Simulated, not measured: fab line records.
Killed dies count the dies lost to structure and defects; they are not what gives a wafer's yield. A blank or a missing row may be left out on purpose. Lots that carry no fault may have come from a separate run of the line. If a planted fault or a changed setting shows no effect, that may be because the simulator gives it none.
fab line records -- flow nandHarc -- part 1 of 2: steps 1 to 22 of 31
record: lots: 5, wafers: 15, lastDay: 25
route steps=1159 shown A_STAIRCASE@714 A_SGD_CUT@747
lots untouched by any fault: they come from a run of this same line in which no faults occurred
startH: start of the lot's first displayed wafer, in hours after the record's first day -- waitH: hours elapsed since this lot's preceding step -- " identical to the entry in the row above -- L1.1+2: a row that stands for several wafers -- - either no value or no given start -- * or withheld: withheld -- < > ~ a bound
route shown NAME@n: a module of which the file shows steps, and the number in the route of the first -- usual: mean and standard deviation over wafers with no fault -- same: alike in all rows -- chamber/n: place in a boat -- sites: readings site by site -- _std_site: the standard deviation of these -- _edge_site: mean of outer sites minus mean of inner sites -- radiusMm: how far each site lies from the wafer's centre -- mask NAME#n: copy n -- behind: the most recent tool/chamber to have shaped the wafer -- hold: what put the lot on hold/how long, in hours/how the hold closed -- device: the transistor (n, p or np) that didn't switch -- end of line: the tests these same wafers got at the end of their route -- step lacking rows: just its recipe -- killed: dies lost to structure and defects at the first sort, not the wafer's yield -- map: a wafer's dies, x killed, . not, _ none there
set.NAME: the setting as run; set.NAME@STEP: as run at that earlier step -- model.NAME: the simulator's own value behind a step, which no gauge read
certain route steps with their lots: each step a table, each wafer a row
services: from which hour (startH, from the record's first day; less than 0 if before it) a tool's chamber was out of use, for how many hours, and why
== steps ==
step: NHARC_A_STAIRCASE_ANNEAL_326
recipe: tempC: 750, timeS: 1800
usual: spikeTcUpperC: 750.5/1.5, tubeCenterTempC: 750.01/0.072, zonePowerBottomPct: 17.5/2.3, zonePowerLowerPct: 12.6/0.72, zonePowerUpperPct: 13.4/0.87
lot.wafer,tool,chamber,startH,waitH,spikeTcUpperC,tubeCenterTempC,zonePowerBottomPct,zonePowerLowerPct,zonePowerUpperPct
L075.4,furnace-05,0,303.34,-,750.4,750.04,16.0,12.2,13.6
L075.5,furnace-05,0,303.34,-,750.6,750.1,15.9,12.6,13.8
L075.6,furnace-05,0,303.34,-,750.3,749.96,16.2,12.4,13.5
L088.3,furnace-05,0,379.52,-,750.3,749.88,16.1,12.4,13.6
L088.5,furnace-05,0,379.52,-,751.8,750.05,15.9,12.4,13.5
L088.6,furnace-05,0,379.52,-,750.9,749.98,16.0,12.3,13.4
L090.1,furnace-05,0,399.34,-,751.9,750.06,15.6,12.1,13.6
L090.2,furnace-05,0,399.34,-,750.5,749.96,15.7,12.3,13.4
L090.3,furnace-05,0,399.34,-,750.8,750.08,16.2,12.6,13.5
L094.4,furnace-07,0,412.56,-,750.4,750.06,21.3,13.7,14.1
L094.5,furnace-07,0,412.56,-,749.1,750.17,21.4,13.7,14.1
L094.6,furnace-07,0,412.56,-,748.4,750.13,21.5,13.9,14.0
L097.2,furnace-08,0,437.09,-,751.8,749.92,17.9,11.8,11.5
L097.3,furnace-08,0,437.09,-,751.9,749.9,17.6,11.8,11.2
L097.6,furnace-08,0,437.09,-,751.4,750.02,17.7,11.8,11.4
step: NHARC_A_STAIRCASE_DEHYDRATE_433
recipe: tempC: 150, timeS: 120
usual: exhaustPa: 44.8/0.78, plateTempC: 150.01/0.15, resistLineTempC: 23.00/0.11
lot.wafer,tool,chamber,startH,waitH,exhaustPa,plateTempC,resistLineTempC
L075.4,lithoTrack-03,0,306.74,0.1,44.7,149.87,22.96
L075.5,lithoTrack-03,0,306.74,0.1,44.9,150.03,23.17
L075.6,lithoTrack-03,0,306.74,0.1,46.1,149.96,22.96
L088.3,lithoTrack-03,0,382.96,0.1,44.9,149.85,23.10
L088.5,lithoTrack-03,0,382.96,0.1,45.4,149.95,22.89
L088.6,lithoTrack-03,0,382.96,0.1,44.2,150.01,23.00
L090.1,lithoTrack-07,0,402.75,0.1,44.6,150.07,23.03
L090.2,lithoTrack-07,0,402.75,0.1,45.2,150.12,22.87
L090.3,lithoTrack-07,0,402.75,0.1,45.2,149.92,23.08
L094.4,lithoTrack-07,0,415.95,0.1,46.4,149.83,23.08
L094.5,lithoTrack-07,0,415.95,0.1,45.0,150.05,22.97
L094.6,lithoTrack-07,0,415.95,0.1,44.9,150.02,22.98
L097.2,lithoTrack-07,0,440.53,0.1,44.5,150.02,23.04
L097.3,lithoTrack-07,0,440.53,0.1,43.9,150.07,23.08
L097.6,lithoTrack-07,0,440.53,0.1,44.5,149.97,23.16
step: NHARC_A_STAIRCASE_HMDS_434
recipe: timeS: 30
usual: exhaustPa: 45.3/0.9, resistLineTempC: 23.04/0.1
lot.wafer,tool,chamber,startH,waitH,exhaustPa,resistLineTempC
L075.4,lithoTrack-03,0,-,-,45.2,23.02
L075.5,lithoTrack-03,0,-,-,46.9,23.13
L075.6,lithoTrack-03,0,-,-,45.1,23.05
L088.3,lithoTrack-03,0,-,-,45.3,22.83
L088.5,lithoTrack-03,0,-,-,45.7,23.02
L088.6,lithoTrack-03,0,-,-,45.7,22.95
L090.1,lithoTrack-07,0,-,-,44.8,23.06
L090.2,lithoTrack-07,0,-,-,44.5,23.06
L090.3,lithoTrack-07,0,-,-,45.8,23.01
L094.4,lithoTrack-07,0,-,-,45.9,23.15
L094.5,lithoTrack-07,0,-,-,45.3,23.21
L094.6,lithoTrack-07,0,-,-,45.6,23.12
L097.2,lithoTrack-07,0,-,-,44.8,23.01
L097.3,lithoTrack-07,0,-,-,45.4,23.14
L097.6,lithoTrack-07,0,-,-,44.6,23.05
step: NHARC_A_STAIRCASE_COAT_435
recipe: spinRpm: 1200
usual: exhaustPa: 44.9/0.96, resistLineTempC: 23.01/0.089
lot.wafer,tool,chamber,startH,waitH,exhaustPa,resistLineTempC
L075.4,lithoTrack-03,0,-,-,46.4,23.17
L075.5,lithoTrack-03,0,-,-,46.3,22.91
L075.6,lithoTrack-03,0,-,-,46.1,23.10
L088.3,lithoTrack-03,0,-,-,44.5,23.12
L088.5,lithoTrack-03,0,-,-,46.0,23.00
L088.6,lithoTrack-03,0,-,-,45.2,23.07
L090.1,lithoTrack-07,0,-,-,45.3,22.97
L090.2,lithoTrack-07,0,-,-,44.5,23.11
L090.3,lithoTrack-07,0,-,-,44.3,23.02
L094.4,lithoTrack-07,0,-,-,45.8,22.93
L094.5,lithoTrack-07,0,-,-,45.9,22.99
L094.6,lithoTrack-07,0,-,-,45.7,22.87
L097.2,lithoTrack-07,0,-,-,44.9,23.04
L097.3,lithoTrack-07,0,-,-,45.2,22.91
L097.6,lithoTrack-07,0,-,-,44.0,22.91
step: NHARC_A_STAIRCASE_SOFTBAKE_436
recipe: tempC: 135, timeS: 170
usual: exhaustPa: 45.0/0.92, plateTempC: 135.02/0.15, resistLineTempC: 22.98/0.12
lot.wafer,tool,chamber,startH,waitH,exhaustPa,plateTempC,resistLineTempC
L075.4,lithoTrack-03,0,-,-,43.4,134.97,23.03
L075.5,lithoTrack-03,0,-,-,44.7,135.35,23.13
L075.6,lithoTrack-03,0,-,-,43.0,135.03,23.26
L088.3,lithoTrack-03,0,-,-,43.4,135.15,22.84
L088.5,lithoTrack-03,0,-,-,43.6,134.88,22.79
L088.6,lithoTrack-03,0,-,-,44.0,135.12,22.91
L090.1,lithoTrack-07,0,-,-,43.8,135.26,23.10
L090.2,lithoTrack-07,0,-,-,44.0,135.21,23.14
L090.3,lithoTrack-07,0,-,-,45.0,135.23,23.03
L094.4,lithoTrack-07,0,-,-,45.1,135.38,23.02
L094.5,lithoTrack-07,0,-,-,43.6,135.10,23.01
L094.6,lithoTrack-07,0,-,-,43.9,135.26,22.88
L097.2,lithoTrack-07,0,-,-,45.9,134.84,23.00
L097.3,lithoTrack-07,0,-,-,45.5,134.99,23.09
L097.6,lithoTrack-07,0,-,-,45.7,134.92,23.12
step: NHARC_A_STAIRCASE_EBR_437
usual: exhaustPa: 45.1/1.1, resistLineTempC: 23.00/0.11
lot.wafer,tool,chamber,startH,waitH,exhaustPa,resistLineTempC
L075.4,lithoTrack-03,0,-,-,44.6,23.13
L075.5,lithoTrack-03,0,-,-,44.3,22.98
L075.6,lithoTrack-03,0,-,-,44.7,22.96
L088.3,lithoTrack-03,0,-,-,45.0,22.94
L088.5,lithoTrack-03,0,-,-,45.2,23.02
L088.6,lithoTrack-03,0,-,-,45.5,23.11
L090.1,lithoTrack-07,0,-,-,45.6,22.96
L090.2,lithoTrack-07,0,-,-,45.1,22.90
L090.3,lithoTrack-07,0,-,-,45.0,22.89
L094.4,lithoTrack-07,0,-,-,46.5,23.04
L094.5,lithoTrack-07,0,-,-,44.8,22.95
L094.6,lithoTrack-07,0,-,-,45.2,23.13
L097.2,lithoTrack-07,0,-,-,42.6,23.14
L097.3,lithoTrack-07,0,-,-,43.6,22.97
L097.6,lithoTrack-07,0,-,-,43.1,23.00
step: NHARC_A_STAIRCASE_EXPOSE_438
recipe: na: 0.5, doseMj: 28.97, maskId: STAIR_REV
usual: focusOffsetNm: 0.0/0.52
same: na: 0.5
lot.wafer,tool,chamber,startH,waitH,mask,focusOffsetNm
L075.4,krfScanner-02,0,307.09,-,STAIR_REV#0,0.3
L075.5,krfScanner-02,0,307.09,-,STAIR_REV#0,0.0
L075.6,krfScanner-02,0,307.09,-,STAIR_REV#0,1.0
L088.3,krfScanner-04,0,383.31,-,STAIR_REV#0,-0.4
L088.5,krfScanner-04,0,383.31,-,STAIR_REV#0,-0.5
L088.6,krfScanner-04,0,383.31,-,STAIR_REV#0,-0.3
L090.1,krfScanner-04,0,403.08,-,STAIR_REV#0,-0.5
L090.2,krfScanner-04,0,403.08,-,STAIR_REV#0,0.3
L090.3,krfScanner-04,0,403.08,-,STAIR_REV#0,-0.1
L094.4,krfScanner-04,0,416.31,-,STAIR_REV#0,-1.0
L094.5,krfScanner-04,0,416.31,-,STAIR_REV#0,-0.1
L094.6,krfScanner-04,0,416.31,-,STAIR_REV#0,-0.7
L097.2,krfScanner-04,0,441.18,-,STAIR_REV#0,-0.3
L097.3,krfScanner-04,0,441.18,-,STAIR_REV#0,0.6
L097.6,krfScanner-04,0,441.18,-,STAIR_REV#0,-0.2
step: NHARC_A_STAIRCASE_PEB_439
recipe: pebTempC: 115, pebTimeS: 130
usual: exhaustPa: 45.0/0.95, plateTempC: 114.99/0.14, resistLineTempC: 22.98/0.1
lot.wafer,tool,chamber,startH,waitH,exhaustPa,plateTempC,resistLineTempC
L075.4,lithoTrack-07,0,307.14,0.0,44.1,115.07,23.01
L075.5,lithoTrack-07,0,307.14,0.0,43.8,114.89,22.96
L075.6,lithoTrack-07,0,307.14,0.0,43.7,114.92,22.90
L088.3,lithoTrack-07,0,383.36,0.1,44.6,114.97,22.94
L088.5,lithoTrack-07,0,383.36,0.1,46.1,115.11,23.04
L088.6,lithoTrack-07,0,383.36,0.1,45.5,114.92,23.10
L090.1,lithoTrack-07,0,403.15,0.1,46.2,114.79,22.90
L090.2,lithoTrack-07,0,403.15,0.1,45.4,114.59,23.10
L090.3,lithoTrack-07,0,403.15,0.1,46.2,114.90,23.00
L094.4,lithoTrack-03,0,416.36,0.0,46.0,115.13,23.00
L094.5,lithoTrack-03,0,416.36,0.0,46.9,115.13,22.98
L094.6,lithoTrack-03,0,416.36,0.0,45.5,115.15,23.12
L097.2,lithoTrack-03,0,441.24,0.1,45.5,114.81,22.98
L097.3,lithoTrack-03,0,441.24,0.1,44.6,115.03,23.09
L097.6,lithoTrack-03,0,441.24,0.1,46.0,114.97,22.96
step: NHARC_A_STAIRCASE_DEVELOP_440
recipe: timeS: 140
usual: exhaustPa: 44.9/0.96, resistLineTempC: 23.00/0.097
lot.wafer,tool,chamber,startH,waitH,exhaustPa,resistLineTempC
L075.4,lithoTrack-07,0,-,-,44.5,23.07
L075.5,lithoTrack-07,0,-,-,46.4,23.02
L075.6,lithoTrack-07,0,-,-,45.7,23.15
L088.3,lithoTrack-07,0,-,-,45.3,22.83
L088.5,lithoTrack-07,0,-,-,45.2,22.93
L088.6,lithoTrack-07,0,-,-,45.9,23.09
L090.1,lithoTrack-07,0,-,-,44.6,23.07
L090.2,lithoTrack-07,0,-,-,44.7,23.03
L090.3,lithoTrack-07,0,-,-,45.4,23.03
L094.4,lithoTrack-03,0,-,-,43.8,22.95
L094.5,lithoTrack-03,0,-,-,43.1,22.83
L094.6,lithoTrack-03,0,-,-,44.1,22.91
L097.2,lithoTrack-03,0,-,-,45.8,22.84
L097.3,lithoTrack-03,0,-,-,45.1,22.87
L097.6,lithoTrack-03,0,-,-,45.5,22.83
step: NHARC_A_STAIRCASE_HARDBAKE_442
recipe: tempC: 120, timeS: 140
usual: exhaustPa: 44.9/0.92, resistLineTempC: 22.99/0.11
lot.wafer,tool,chamber,startH,waitH,exhaustPa,resistLineTempC
L075.4,lithoTrack-07,0,307.37,-,46.6,22.77
L075.5,lithoTrack-07,0,307.37,-,46.6,22.72
L075.6,lithoTrack-07,0,307.37,-,47.5,22.80
L088.3,lithoTrack-07,0,383.59,-,43.2,23.11
L088.5,lithoTrack-07,0,383.59,-,43.7,22.97
L088.6,lithoTrack-07,0,383.59,-,43.8,23.17
L090.1,lithoTrack-05,0,403.38,-,44.7,23.15
L090.2,lithoTrack-05,0,403.38,-,45.6,23.07
L090.3,lithoTrack-05,0,403.38,-,45.0,22.88
L094.4,lithoTrack-03,0,416.59,-,45.6,23.06
L094.5,lithoTrack-03,0,416.59,-,45.3,22.88
L094.6,lithoTrack-03,0,416.59,-,45.0,22.98
L097.2,lithoTrack-05,0,441.46,-,44.5,22.99
L097.3,lithoTrack-05,0,441.46,-,44.5,22.94
L097.6,lithoTrack-05,0,441.46,-,45.1,23.05
step: NHARC_A_STAIRCASE_DESCUM_443
recipe: timeS: 3, o2FlowSccm: 200, arFlowSccm: 0, biasPowerW: 0, chemistry: O2
usual: drypumpMotorCurrentA: 5.5/0.41, oesProductAu: 1.002/0.015, rfVppV: 57.8/0.88, showerheadPlenumPTorr: 1.91/0.061, throttleValvePct: 11.312/0.0092
same: biasPowerW: 0
lot.wafer,tool,chamber,startH,waitH,drypumpMotorCurrentA,oesProductAu,rfHoursCounterH,rfVppV,showerheadPlenumPTorr,throttleValvePct
L075.4,rieDiel-12,2,307.44,-,6.1,0.979,33,58.3,2.01,11.310
L075.5,rieDiel-12,2,307.44,-,6.1,0.983,-,58.5,2.01,11.325
L075.6,rieDiel-12,3,307.44,-,5.3,1.008,-,56.9,1.95,11.324
L088.3,rieDiel-03,1,383.81,-,4.9,1.006,58,56.9,1.94,11.322
L088.6,rieDiel-03,1,383.81,-,4.9,1.005,-,56.3,1.94,11.331
L088.5,rieDiel-03,2,383.81,-,5.2,1.008,-,59.4,1.96,11.310
L090.1,rieDiel-02,3,403.47,-,5.2,1.026,24,56.9,1.87,11.308
L090.3,rieDiel-02,0,403.47,-,5.8,1.010,20,58.4,1.83,11.306
L090.2,rieDiel-02,2,403.47,-,5.3,1.000,25,57.1,1.83,11.304
L094.4,rieDiel-03,0,416.68,-,5.1,0.997,4,56.7,1.88,11.311
L094.6,rieDiel-03,3,416.68,-,6.0,1.011,-,57.2,1.88,11.319
L094.5,rieDiel-03,0,416.68,-,5.1,1.000,-,59.1,1.88,11.297
L097.2,rieDiel-12,3,441.68,-,5.3,1.005,20,57.9,1.93,11.311
L097.3,rieDiel-12,0,441.68,-,5.6,1.004,19,58.1,1.94,11.307
L097.6,rieDiel-12,2,441.68,-,6.1,0.990,-,57.7,1.99,11.315
step: NHARC_A_STAIRCASE_ETCH_444
recipe: targetDepthA: 1.02e+05, timeS: 3400, c4f8FlowSccm: 20, o2FlowSccm: 10, arFlowSccm: withheld, rfW: 600, biasW: 1000, chemistry: C4F8/O2
usual: oesProductAu: 0.932/0.021, rfVppV: 807/3.5
lot.wafer,tool,chamber,startH,waitH,oesProductAu,rfHoursCounterH,rfVppV
L075.4,rieDiel-12,1,307.77,0.3,0.915,35,804
L075.5,rieDiel-12,0,307.77,0.3,0.915,-,810
L075.6,rieDiel-12,1,307.77,0.3,0.923,-,802
L088.3,rieDiel-03,0,384.80,1.0,0.948,64,806
L088.5,rieDiel-03,1,384.80,1.0,0.933,-,808
L088.6,rieDiel-03,2,384.80,1.0,0.928,-,810
L090.2,rieDiel-02,2,403.61,0.1,0.929,26,802
L090.1,rieDiel-02,3,403.61,0.1,0.941,25,804
L090.3,rieDiel-02,1,403.61,0.1,0.907,24,799
L094.4,rieDiel-03,1,417.47,0.8,0.969,5,809
L094.6,rieDiel-03,2,417.47,0.8,0.995,-,809
L094.5,rieDiel-03,3,417.47,0.8,0.966,-,804
L097.2,rieDiel-12,0,441.77,0.1,0.926,20,809
L097.3,rieDiel-12,2,441.77,0.1,0.912,21,811
L097.6,rieDiel-12,1,441.77,0.1,0.933,-,803
step: NHARC_A_STAIRCASE_STRIP_446
recipe: powerW: 1500, tempC: 250, chemistry: O2
usual: drypumpMotorCurrentA: 5.3/0.42, heaterPowerW: 338/15
lot.wafer,tool,chamber,startH,waitH,drypumpMotorCurrentA,heaterPowerW,rfHoursCounterH
L075.4,plasmaAsher-02,1,309.96,0.2,5.8,321,-
L075.5,plasmaAsher-02,0,309.96,0.2,4.8,369,-
L075.6,plasmaAsher-02,1,309.96,0.2,5.8,328,-
L088.3,plasmaAsher-02,0,386.61,0.3,4.8,339,-
L088.5,plasmaAsher-02,1,386.61,0.3,5.7,337,-
L088.6,plasmaAsher-02,0,386.61,0.3,4.8,343,-
L090.2,plasmaAsher-02,0,405.85,0.0,4.8,353,12
L090.1,plasmaAsher-02,1,405.85,0.0,5.8,338,12
L090.3,plasmaAsher-02,1,405.85,0.0,5.7,337,-
L094.4,plasmaAsher-01,0,419.15,0.2,5.7,336,-
L094.5,plasmaAsher-01,1,419.15,0.2,5.2,320,-
L094.6,plasmaAsher-01,0,419.15,0.2,5.7,341,-
L097.2,plasmaAsher-01,0,444.07,0.0,5.6,336,57
L097.3,plasmaAsher-01,1,444.07,0.0,5.2,327,-
L097.6,plasmaAsher-01,0,444.07,0.0,5.7,346,-
step: NHARC_A_STAIRCASE_STRIP_447
recipe: timeS: 900, tempC: 130, chemistry: SPM
lot.wafer,tool,chamber,startH,waitH
L075.4+6+5,wetBench-07,"2,3,6",310.18,0.2
L088.3+6+5,wetBench-01,"6,0,2",386.82,0.2
L090.2+3+1,wetBench-07,"4,5,7",406.21,0.3
L094.5+6+4,wetBench-02,"6,1,3",419.36,0.1
L097.3+2+6,wetBench-01,"3,4,7",444.42,0.2
step: NHARC_A_STAIRCASE_PRECLEAN_448
recipe: timeS: *, tempC: 50, bathAgeMin: 0, chemistry: SC1
usual: diwFlowMLMin: 1415/4.3
lot.wafer,tool,chamber,startH,waitH,diwFlowMLMin
L075.4,wetBench-07,2,-,-,1411
L075.6,wetBench-07,3,-,-,1414
L075.5,wetBench-07,6,-,-,1414
L088.3,wetBench-01,6,-,-,1411
L088.6,wetBench-01,0,-,-,1424
L088.5,wetBench-01,2,-,-,1419
L090.2,wetBench-07,4,-,-,1415
L090.3,wetBench-07,5,-,-,1417
L090.1,wetBench-07,7,-,-,1422
L094.5,wetBench-02,6,-,-,1417
L094.6,wetBench-02,1,-,-,1412
L094.4,wetBench-02,3,-,-,1417
L097.3,wetBench-01,3,-,-,1419
L097.2,wetBench-01,4,-,-,1410
L097.6,wetBench-01,7,-,-,1412
step: NHARC_A_STAIRCASE_SRD_449
lot.wafer,tool,chamber,startH,waitH
L075.4+6+5,wetBench-07,"2,3,6",-,-
L088.3+6+5,wetBench-01,"6,0,2",-,-
L090.2+3+1,wetBench-07,"4,5,7",-,-
L094.5+6+4,wetBench-02,"6,1,3",-,-
L097.3+2+6,wetBench-01,"3,4,7",-,-
step: NHARC_A_STAIRCASE_CMP_450
recipe: targetThkNm: 200, material: SiO2
usual: motorCurrentA: 11.8/1.3
lot.wafer,tool,chamber,startH,waitH,motorCurrentA
L075.4,cmp-01,3,310.64,-,11.1
L075.5,cmp-01,2,310.64,-,14.9
L075.6,cmp-01,3,310.64,-,11.1
L088.3,cmp-04,1,387.30,-,12.0
L088.5,cmp-04,3,387.30,-,9.7
L088.6,cmp-04,0,387.30,-,10.0
L090.2,cmp-03,0,406.65,-,10.6
L090.3,cmp-03,1,406.65,-,11.8
L090.1,cmp-03,3,406.65,-,11.7
L094.4,cmp-04,2,419.81,-,10.4
L094.5,cmp-04,2,419.81,-,10.9
L094.6,cmp-04,3,419.81,-,9.6
L097.3,cmp-04,1,444.89,-,13.0
L097.2,cmp-04,2,444.89,-,11.1
L097.6,cmp-04,1,444.89,-,13.2
step: NHARC_A_STAIRCASE_CMP_152
usual: motorCurrentA: 11.8/1.3
lot.wafer,tool,chamber,startH,waitH,motorCurrentA
L075.4,cmp-01,3,310.71,0.1,11.2
L075.5,cmp-01,2,310.71,0.1,14.4
L075.6,cmp-01,3,310.71,0.1,11.5
L088.3,cmp-04,1,387.37,0.1,12.2
L088.5,cmp-04,3,387.37,0.1,9.7
L088.6,cmp-04,0,387.37,0.1,10.2
L090.2,cmp-03,0,406.72,0.1,10.6
L090.3,cmp-03,1,406.72,0.1,12.1
L090.1,cmp-03,3,406.72,0.1,12.2
L094.4,cmp-04,2,419.89,0.1,11.0
L094.5,cmp-04,2,419.89,0.1,10.8
L094.6,cmp-04,3,419.89,0.1,9.7
L097.3,cmp-04,1,444.97,0.1,13.5
L097.2,cmp-04,2,444.97,0.1,11.5
L097.6,cmp-04,1,444.97,0.1,12.8
step: NHARC_A_STAIRCASE_SRD_154
lot.wafer,tool,chamber,startH,waitH
L075.6+4+5,wetBench-07,"3,4,7",310.99,0.0
L088.3+5+6,wetBench-02,"6,7,0",387.65,0.1
L090.3+2+1,wetBench-07,"1,2,3",407.01,0.0
L094.5+6+4,wetBench-02,"7,0,3",420.18,0.0
L097.3+2+6,wetBench-07,"6,7,2",445.24,0.0
step: NHARC_A_STAIRCASE_ETCH_403
recipe: targetDepthA: 1082, chemistry: dHF, material: SiO2
lot.wafer,tool,chamber,startH,waitH
L075.6+4+5,wetBench-07,"3,4,7",311.01,0.0
L088.3+5+6,wetBench-02,"6,7,0",387.67,0.0
L090.3+2+1,wetBench-07,"1,2,3",407.04,0.0
L094.5+6+4,wetBench-02,"7,0,3",420.21,0.0
L097.3+2+6,wetBench-07,"6,7,2",445.27,0.0
step: NHARC_A_STAIRCASE_ETCHBACK_422
recipe: targetDepthA: 400, overEtchFrac: 0.3, timeS: 74.286, ionEnergyEv: 120, ch3fFlowSccm: 50, o2FlowSccm: 30, arFlowSccm: 200, rfW: 500, biasW: 100, chemistry: CH3F/O2
usual: drypumpMotorCurrentA: 5.6/0.38, oesProductAu: 0.97/0.039, rfVppV: 243.9/1.5, showerheadPlenumPTorr: 2.42/0.085, throttleValvePct: 20.663/0.0093
lot.wafer,tool,chamber,startH,waitH,drypumpMotorCurrentA,oesProductAu,rfHoursCounterH,rfVppV,showerheadPlenumPTorr,throttleValvePct
L075.4,rieDiel-02,3,311.16,0.1,5.2,0.93,54,243.1,2.41,20.657
L075.5,rieDiel-02,3,311.16,0.1,5.2,0.93,-,243.0,2.41,20.669
L075.6,rieDiel-02,0,311.16,0.1,5.8,0.93,-,243.1,2.36,20.650
L088.3,rieDiel-02,0,387.85,0.2,5.8,1.01,15,244.6,2.35,20.664
L088.5,rieDiel-02,1,387.85,0.2,6.0,1.00,-,242.2,2.29,20.660
L088.6,rieDiel-02,2,387.85,0.2,5.3,0.99,-,241.5,2.36,20.665
L090.3,rieDiel-12,0,407.18,0.1,5.6,1.00,9,244.9,2.50,20.666
L090.1,rieDiel-12,1,407.18,0.1,5.9,1.02,9,242.5,2.35,20.651
L090.2,rieDiel-12,3,407.18,0.1,5.3,0.99,9,243.6,2.49,20.663
L094.4,rieDiel-12,0,420.38,0.1,5.6,1.01,13,247.1,2.50,20.667
L094.6,rieDiel-12,2,420.38,0.1,6.1,0.99,-,244.6,2.56,20.664
L094.5,rieDiel-12,3,420.38,0.1,5.3,1.00,-,244.8,2.49,20.668
L097.3,rieDiel-02,0,445.43,0.2,5.8,0.94,35,243.7,2.35,20.664
L097.2,rieDiel-02,1,445.43,0.2,6.0,0.93,38,242.0,2.28,20.645
L097.6,rieDiel-02,3,445.43,0.2,5.2,0.95,-,243.3,2.40,20.673
step: NHARC_A_STAIRCASE_ETCH_423
recipe: targetDepthA: 300, chemistry: dHF, material: SiO2
lot.wafer,tool,chamber,startH,waitH
L075.5+6+4,wetBench-07,"7,0,1",311.35,0.1
L088.3+5+6,wetBench-02,"5,0,2",387.97,-
L090.2+3+1,wetBench-02,"5,6,0",407.34,0.1
L094.6+5+4,wetBench-02,"0,3,4",420.53,0.1
L097.2+3+6,wetBench-07,"5,7,0",445.60,-
